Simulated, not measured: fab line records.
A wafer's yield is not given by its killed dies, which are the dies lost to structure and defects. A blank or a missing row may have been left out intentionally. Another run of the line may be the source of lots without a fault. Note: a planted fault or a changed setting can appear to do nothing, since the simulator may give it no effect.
Matching of chambers | flow nand harc | rie diel-09 running NHARC_P_M1_DESCUM_14: 4 sister chambers
The step chemistry O2, time 3 s. 14 wafers are shown with their chamber, then 7 later ones without.

WAFERS WITH THEIR CHAMBER
wafer  | chamber | rf vpp V (V) | oes product au (a.u.) | chamber pressure mTorr (mTorr)
L077.4 | 2       | 57.0         | 1.011                 | 59.96
L077.5 | 0       | 58.4         | 1.008                 | 59.86
L077.6 | 1       | 58.3         | 1.004                 | 60.02
L078.1 | 2       | 57.1         | 1.003                 | 59.98
L078.2 | 3       | 55.7         | 1.004                 | 59.98
L078.3 | 0       | 57.4         | 1.010                 | 60.02
L079.1 | 2       | 57.0         | 1.002                 | 60.01
L079.3 | 0       | 58.5         | 1.008                 | 60.00
L079.4 | 1       | 57.6         | 0.999                 | 59.95
L082.3 | 0       | 58.7         | 0.995                 | 60.02
L082.4 | 1       | 58.3         | 0.999                 | 60.00
L082.6 | 0       | 56.4         | 1.002                 | 59.96
L082.1 | 2       | 57.9         | 1.009                 | 59.93
L082.2 | 3       | 57.2         | 1.001                 | 60.08

SIGNATURES (averages over the wafers above)
reading                | chamber 0 | chamber 1 | chamber 2 | chamber 3 | scatter within a chamber
rf vpp V               | 57.880    | 58.067    | 57.250    | 56.450    | 0.76
oes product au         | 1.00460   | 1.00067   | 1.00625   | 1.00250   | 0.00481
chamber pressure mTorr | 59.9720   | 59.9900   | 59.9700   | 60.0300   | 0.0539
Rule: for each reading, subtract the chamber's mean from the wafer's reading, divide by that reading's scatter and square the result; add these up over the readings and take the root, which gives the wafer's distance from the chamber. The wafer belongs to the nearest chamber; if the next one is less than 2 further off, it can't be placed. The scatter: take each reading less its chamber's mean, square it, sum over the shown wafers, divide by the number of wafers less the number of chambers, and take the root.

WAFERS WITH NO CHAMBER GIVEN
wafer  | rf vpp V (V) | oes product au (a.u.) | chamber pressure mTorr (mTorr)
L082.5 | 57.5         | 0.992                 | 59.96
L087.3 | 56.9         | 0.998                 | 60.06
L087.4 | 57.7         | 0.999                 | 59.89
L087.6 | 56.5         | 0.989                 | 59.97
L097.1 | 58.2         | 0.991                 | 59.93
L097.2 | 58.0         | 1.013                 | 60.06
L097.5 | 58.0         | 1.013                 | 60.00

EACH ONE'S CHAMBER
wafer  | from the rows above               | in truth
L082.5 | can't be placed: 1 or 0 or 3 or 2 | 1
L087.3 | can't be placed: 3 or 1 or 2 or 0 | 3
L087.4 | can't be placed: 0 or 1 or 2 or 3 | 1
L087.6 | can't be placed: 3 or 1 or 0 or 2 | 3
L097.1 | can't be placed: 1 or 0 or 2 or 3 | 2
L097.2 | can't be placed: 2 or 0 or 1 or 3 | 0
L097.5 | can't be placed: 2 or 0 or 1 or 3 | 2
Placed correctly: 0 of 7. Not placeable from these rows: 7 (in 7, the candidates include the true chamber). Placed wrongly: 0.
